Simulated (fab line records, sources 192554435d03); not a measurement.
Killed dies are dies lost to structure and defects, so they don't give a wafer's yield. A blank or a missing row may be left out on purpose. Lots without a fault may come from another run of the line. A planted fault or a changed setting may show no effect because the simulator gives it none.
A struck lot beside a sound one | flow n5_finfet | 38 steps out of a route of 1938
Sound: wafers L414.2, L414.5, L414.6. Struck: wafers L428.3, L428.4. The cause comes at the end.
At each step with rows: each side's tool, then ch and its chambers, then its first start. Under that, the readings that differ: sound wafers | struck wafers | difference of the means | sigmas: that difference in standard deviations of wafers without a fault.
alike: readings whose means differ by less than 2 such deviations, and words and numbers that are the same on both sides. not compared: withheld readings, readings that some wafer has no value for, bounds like >300 that may hide the same value, and numbers for which the record gives no deviation and whose values overlap.
The two part at a step that has a row with sigmas, a row that says differs or no value, or rows on one side only. Numbers that don't overlap but have no deviation are shown without sigmas and don't part them. A reading that every wafer of one side lacks parts them only if that side has two wafers or more.

first, 12 steps without rows for these wafers: N5_BEOL_M0_ALD_136 (deposits TaN, pulse time 2 s, purge time 3 s, co reactant purge time 2 s); N5_BEOL_M0_SURFACE_TREAT_137; N5_BEOL_M0_CVD_115 (deposits Co from CCTBA/H2, time 120 s); N5_BEOL_M0_SPUTTER_116 (material Cu, target thk 4 nm, time 7.37 s); N5_BEOL_M0_ANNEAL_117 (time 60 s); N5_BEOL_M0_SPUTTER_132 (material Cu, target thk 4 nm, time 7.37 s); N5_BEOL_M0_ANNEAL_133 (time 60 s); N5_BEOL_M0_SPUTTER_134 (material Cu, target thk 4 nm, time 7.37 s); N5_BEOL_M0_ANNEAL_135 (time 60 s); N5_BEOL_M0_SPUTTER_141 (material Cu, target thk 4 nm, time 7.37 s); N5_BEOL_M0_ECD_118 (material Cu, target thk 300 nm); N5_BEOL_M0_ANNEAL_119 (time 90 s).
N5_BEOL_M0_CMP_120: polishes, stops on SiOC, t overpolish 6.9 s.
  sound on cmp-01 ch 0,1,2, day 7 16:15; struck on cmp-02 ch 0,3, day 11 02:08
  reading                      | sound          | struck    | difference | sigmas
  barrier_field_endpoint_s (s) | 3.68 3.75 3.69 | 7.20 7.60 | +3.69      | +25
  time_to_endpoint_s (s)       | 65 64 61       | 80 80     | +17        | +5
  alike: clearing_platen_rpm, motor_current_A, overpolish_run_s
  not compared: model.SiOC_of_BEOL_M0_SAQP_ILD_DEP_01.thk_nm
then, 4 steps without rows for these wafers: N5_BEOL_M0_PRE_CLEAN_131 (time 15 s); N5_BEOL_M0_CO_CAP_123 (material Co, precursor CCTBA/H2, target thk 2 nm, time 102.1 s); N5_BEOL_M0_PRE_CLEAN_124 (time 15 s); N5_BEOL_M0_DEP_125 (deposits SiCN from 3MS/NH3, target thk 8 nm, time 14 s).
N5_BEOL_M0_INSPECT_127: inspects for defects (darkfield).
  sound on defect_inspect-01, day 7 16:48; struck on defect_inspect-02, day 11 02:43
  reading          | sound    | struck    | difference | sigmas
  raw_defect_count | 79 88 77 | 3518 3580 | +3468      | +99 or more
then, 18 steps without rows for these wafers: N5_BEOL_M1_ILD_DEP_00 (deposits SiOC from DEMS/O2, target thk 79 nm, time 15.3 s); N5_BEOL_M1_PECVD_72 (deposits SiO2 from TEOS/O2, target thk 16 nm, time 18 s); N5_BEOL_M1_HM_DEP_02 (deposits TiN, target thk 20 nm); N5_BEOL_M1_COAT_61 (time 60 s, resist thk 60 nm); N5_BEOL_M1_COAT_62 (time 60 s, resist thk 12 nm); N5_BEOL_M1_COAT_73 (time 60 s, resist thk 5 nm); N5_BEOL_M1_COAT_05 (resist thk 30 nm); N5_BEOL_M1_EBR_07; N5_BEOL_M1_SOFTBAKE_06 (time 60 s); N5_BEOL_M1_EXPOSE_08 (exposes mask M1); N5_BEOL_M1_PEB_09 (peb time 60 s); N5_BEOL_M1_DEVELOP_10 (develop time 30 s); N5_BEOL_M1_DESCUM_16 (chemistry O2, time 7 s); N5_BEOL_M1_ETCH_74 (etches underlayer in N2/H2, target depth 6.5 nm, time 5.2 s); N5_BEOL_M1_ETCH_63 (etches SiARC in CF4, target depth 15.6 nm, time 26 s); N5_BEOL_M1_ETCH_64 (etches SOC in N2/H2, target depth 75 nm, overetch 15 nm, time 112.5 s); N5_BEOL_M1_STRIP_65 (strips in N2/H2); N5_BEOL_M1_STRIP_75 (strips in N2/H2).
N5_BEOL_M4_RC_MEAS_101:
  the record has rows for the sound wafers here (prober-02 ch 0, day 11 09:08) and none for the struck ones
-- the record jumps here: 8 days lie between the struck wafers' starts before and after (it left off in module BEOL_M4 and takes up again in module PASSIVATION, whose first step shown is number 1936 of the route) --
N5_PASSIVATION_PROBE_49:
  sound on prober-02, day 15 18:50; struck on prober-01, day 18 20:46
  reading                  | sound          | struck    | difference | sigmas
  defect_limited_yield (%) | 90.8 91.3 92.5 | 0 0       | -92        | -65
  killed_at_M0_to_M3       | 17 23 18       | 1124 1127 | +1106      | +99 or more
  killed_at_M4_up          | 24 19 17       | 5 9       | -13        | -2
  killed_dies              | 108 103 88     | 1180 1180 | +1080      | +64
  killed_on_rim            | 7 10 13        | 152 152   | +142       | +36
  sort_n_pass              | 1072 1071 1092 | 0 0       | -1078      | -21
  sort_yield_pct (%)       | 91 91 93       | 0 0       | -92        | -21
  alike: killed_at_contacts, killed_at_front_end, killed_at_other, killed_open, killed_short, sort_bin_4_leakage, sort_bin_5_function, sort_bin_6_memory

WHERE THEY PART
First at N5_BEOL_M0_CMP_120; last, within this record, at N5_PASSIVATION_PROBE_49.

WHY: what the simulator had put in
Process parameter drift: cmp-02, from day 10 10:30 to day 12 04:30, at N5_BEOL_M0_CMP_120. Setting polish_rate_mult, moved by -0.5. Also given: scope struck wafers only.
